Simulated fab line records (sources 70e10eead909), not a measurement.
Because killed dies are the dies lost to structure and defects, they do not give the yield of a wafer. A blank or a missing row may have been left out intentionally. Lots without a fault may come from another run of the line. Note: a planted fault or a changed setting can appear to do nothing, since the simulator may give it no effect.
8D (eight disciplines) problem report, filled in by code -- flow nandHarc -- the parts of the form that need people (team, actions taken, sign-off) are left out

## 1. PROBLEM STATEMENT
runLengthS at NHARC_A_WL_FILL_ETCHBACK_17 reads a mean of 39.9 s on 3 wafers of 3 lots; wafers without a fault read 47.8 s with a standard deviation of 0.47. Measured from the usual mean, that is -17 standard deviations.
The step: etches the open film in Cl2/BCl3, target depth 4 nm, time 26.7 s.
The first sign was on wafer L226.6 at day 17 10:08, on rieMetal-03. The record has a number at this step for 38 wafers belonging to 13 lots. Rule for "out" (also "out of limits"): further than 4 standard deviations from the usual mean. All remaining wafers that have a number are taken as sound.

## 2. WHAT IT IS, AND WHAT IT ISN'T
question,is,is not
which readings at this step,runLengthS,"drypumpMotorCurrentA, oesProductAu"
which lots,"L226, L232, L233","L221, L223, L224, L234, L237, L238, L239, L242, L243, L244"
which wafers of those lots,"L226.6, L232.3, L233.3","L226.2, L226.4, L232.1, L232.5, L233.5"
read on which tools,rieMetal-03,"rieMetal-01, rieMetal-02"
when,from day 17 10:08,"up to then (11 sound wafers); but 24 sound wafers of L232, L233, L234, L237, L238, L239, L242, L243, L244 came after"

## 3. SUSPECTS, AND WHAT RULES EACH OUT
Counting: if a tool at a process step up to the reading ran every lot that is out, it stays a suspect. Sound lots after the first of them don't rule it out here, since some wafers of a struck lot are sound.
- rieMetal-03 at NHARC_A_WL_FILL_ETCHBACK_17 (etches the open film in Cl2/BCl3, target depth 4 nm, time 26.7 s): kept. Ran every lot that is out, first one L226 (day 17 10:08); last sound lot up to then L224 (day 16 20:53). Its own runLengthS readings are out on those wafers.
Remaining after the count: rieMetal-03 at NHARC_A_WL_FILL_ETCHBACK_17.

## 4. THE CAUSE (what the simulator had put in)
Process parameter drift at NHARC_A_WL_FILL_ETCHBACK_17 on rieMetal-03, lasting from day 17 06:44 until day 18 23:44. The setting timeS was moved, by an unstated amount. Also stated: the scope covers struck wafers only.
After counting, this tool was the only one left.

## 5. SEQUENCE OF EFFECTS, ordered by route
One row per reading whose mean, taken over the struck wafers that have a number, lies over 3 standard deviations from the usual. Only readings for which the record gives a usual standard deviation are gone through. hours: the time from each lot's start at the first step in this table that gives one to its start at this step, as a median over the lots. sigmas: the change in usual standard deviations.
hours,step,reading,usual,on struck wafers,change,sigmas
0,NHARC_A_WL_FILL_ETCHBACK_17,runLengthS,47.8 s,39.9,-7.9,-17
Here are the process steps it includes:
- NHARC_A_WL_FILL_ETCHBACK_17: etches the open film in Cl2/BCl3, target depth 4 nm, time 26.7 s.
Later steps that measure or inspect, where all struck wafers having a row at the step show a number for every such reading and not one has moved that far: NHARC_END_SORT_01.

## 6. WHAT WOULD HAVE CAUGHT IT SOONER
3 hours passed between the start of the fault at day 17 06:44 and the first reading out of limits in this record, taken at day 17 10:08.
